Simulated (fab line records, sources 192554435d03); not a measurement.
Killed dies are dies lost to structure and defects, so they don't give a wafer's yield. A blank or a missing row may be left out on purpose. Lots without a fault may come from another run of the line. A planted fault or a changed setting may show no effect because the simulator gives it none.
A struck lot beside a sound one | flow n5_finfet | 18 steps out of a route of 1938
Sound: wafers L576.2, L576.3, L576.6. Struck: wafers L566.1, L566.3. The cause comes at the end.
At each step with rows: each side's tool, then ch and its chambers, then its first start. Under that, the readings that differ: sound wafers | struck wafers | difference of the means | sigmas: that difference in standard deviations of wafers without a fault.
alike: readings whose means differ by less than 2 such deviations, and words and numbers that are the same on both sides. not compared: withheld readings, readings that some wafer has no value for, bounds like >300 that may hide the same value, and numbers for which the record gives no deviation and whose values overlap.
The two part at a step that has a row with sigmas, a row that says differs or no value, or rows on one side only. Numbers that don't overlap but have no deviation are shown without sigmas and don't part them. A reading that every wafer of one side lacks parts them only if that side has two wafers or more.

N5_BEOL_M9_ETCH_62: etches SOC in N2/H2, target depth 110 nm, overetch 22 nm, time 165 s.
  sound on rie_diel-04 ch 1,2, day 15 03:44; struck on rie_diel-02 ch 0,1, day 13 07:01
  alike: drypump_motor_current_A, oes_product_au, rf_vpp_V, showerhead_plenum_p_Torr, throttle_valve_pct
  not compared: rf_hours_counter_h
then, 1 step without rows for these wafers: N5_BEOL_M9_STRIP_68 (strips in N2/H2).
N5_BEOL_M9_STRIP_67: strips in CF4.
  sound on rie_diel-04 ch 1,2, day 15 03:53; struck on rie_diel-02 ch 0,1, day 13 07:10
  alike: drypump_motor_current_A, oes_product_au, rf_vpp_V, showerhead_plenum_p_Torr, throttle_valve_pct
  not compared: rf_hours_counter_h
N5_BEOL_M9_HM_OPEN_17: chemistry Cl2/BCl3, target TiN, target depth 20 nm, overetch 6 nm.
  sound on rie_metal-01 ch 0,1, day 15 03:59; struck on rie_metal-01 ch 0,1, day 13 07:12
  alike: drypump_motor_current_A, he_backside_leak_sccm, oes_product_au, throttle_valve_pct
  not compared: rf_hours_counter_h
N5_BEOL_M9_STRIP_19: strips in O2.
  sound on rie_diel-04 ch 1,2,3, day 15 04:05; struck on rie_diel-05 ch 1,2, day 13 07:28
  alike: drypump_motor_current_A, o2_flow_sccm, oes_product_au, rf_vpp_V, showerhead_plenum_p_Torr, throttle_valve_pct
  not compared: rf_hours_counter_h
N5_BEOL_M9_CD_MEAS_18: pitch 140 nm, target cd 70 nm.
  sound on cd_sem-02, day 15 04:10; struck on cd_sem-02, day 13 07:32
  alike: cd_nm
then, 6 steps without rows for these wafers: N5_BEOL_M9_COAT_63 (time 60 s, resist thk 60 nm); N5_BEOL_M9_COAT_64 (time 60 s, resist thk 12 nm); N5_BEOL_M9_COAT_75 (time 60 s, resist thk 5 nm); N5_BEOL_M9_COAT_22 (resist thk 30 nm); N5_BEOL_M9_EBR_24; N5_BEOL_M9_SOFTBAKE_23 (time 60 s).
N5_BEOL_M9_EXPOSE_25: exposes mask V8.
  sound on euv_scanner-01 ch 0, day 15 07:29; struck on euv_scanner-02 ch 0, day 13 08:09
  reading                         | sound       | struck    | difference | sigmas
  model.BEOL_M9.overlay_x_nm (nm) | 0.6 0.6 0.6 | 12.6 12.6 | +12.0      |
  alike: mask
then, 2 steps without rows for these wafers: N5_BEOL_M9_PEB_26 (peb time 60 s); N5_BEOL_M9_DEVELOP_27 (develop time 30 s).
N5_BEOL_M9_CD_MEAS_28: target cd 70 nm.
  sound on cd_sem-01 ch 0, day 15 07:37; struck on cd_sem-03 ch 0, day 13 08:17
  alike: cd_nm
N5_BEOL_M9_OVL_MEAS_29:
  sound on overlay-01 ch 0, day 15 07:38; struck on overlay-02 ch 0, day 13 08:19
  reading     | sound       | struck    | difference | sigmas
  V8_OVL (nm) | 0.3 0.3 1.2 | 12.2 13.3 | +12.2      | +16
N5_BEOL_M9_INSPECT_30: inspects for defects (brightfield).
  sound on defect_inspect-02, day 15 07:42; struck on defect_inspect-02, day 13 08:22
  alike: raw_defect_count

WHERE THEY PART
Only at N5_BEOL_M9_OVL_MEAS_29, within this record. Later steps at which nothing parts them and some readings are alike: N5_BEOL_M9_INSPECT_30.

WHY: what the simulator had put in
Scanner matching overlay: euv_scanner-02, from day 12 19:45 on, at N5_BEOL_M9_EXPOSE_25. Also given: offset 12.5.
